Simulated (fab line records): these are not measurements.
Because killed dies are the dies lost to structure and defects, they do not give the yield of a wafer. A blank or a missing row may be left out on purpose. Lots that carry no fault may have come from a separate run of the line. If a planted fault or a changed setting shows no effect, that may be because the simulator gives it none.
Chamber matching ; flow n5 finfet ; N5_BEOL_M11_ILD_DEP_00 on pecvd-02: 3 sister chambers
The step deposits SiCOH lowk from DEMS/porogen, target thk 308.51 nm, time 58 s. 3 wafers are shown with their chamber, then 11 later ones without.

WAFERS, EACH WITH ITS CHAMBER
wafer;chamber;throttle valve pct (%)
L086.3;0;13.0
L086.6;1;13.9
L087.2;2;13.3

WAFERS WHOSE CHAMBER IS MISSING
wafer;throttle valve pct (%)
L087.5;13.9
L087.6;13.4
L089.1;13.8
L089.4;14.0
L089.6;12.8
L092.1;13.1
L092.2;13.6
L092.5;13.6
L094.2;13.6
L094.3;13.7
L094.6;13.2

THE CHAMBER EACH PASSED THROUGH
wafer;from the rows above;in truth
L087.5;1;1
L087.6;can't be placed: 2 or 0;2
L089.1;1;1
L089.4;1;1
L089.6;can't be placed: 0 or 2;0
L092.1;can't be placed: 0 or 2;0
L092.2;can't be placed: 2 or 1 or 0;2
L092.5;can't be placed: 2 or 1 or 0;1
L094.2;can't be placed: 2 or 1 or 0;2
L094.3;can't be placed: 1 or 2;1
L094.6;can't be placed: 2 or 0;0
3 of 11 placed correctly. Cannot be placed on the basis of these rows: 8; the candidates contain the true chamber in 8. 0 placed wrongly.
How it was worked out, from the rows above alone: a wafer's distance from a chamber is the root of the sum, over the readings, of the square of ((its reading less the chamber's mean) divided by the reading's scatter). The wafer belongs to the nearest chamber; if the next one is less than 2 further off, it can't be placed. A chamber's mean is the mean of its shown wafers. The scatter (one wafer shown for each chamber): square how far every hidden wafer sits from the nearest shown wafer, average those squares and take the square root.
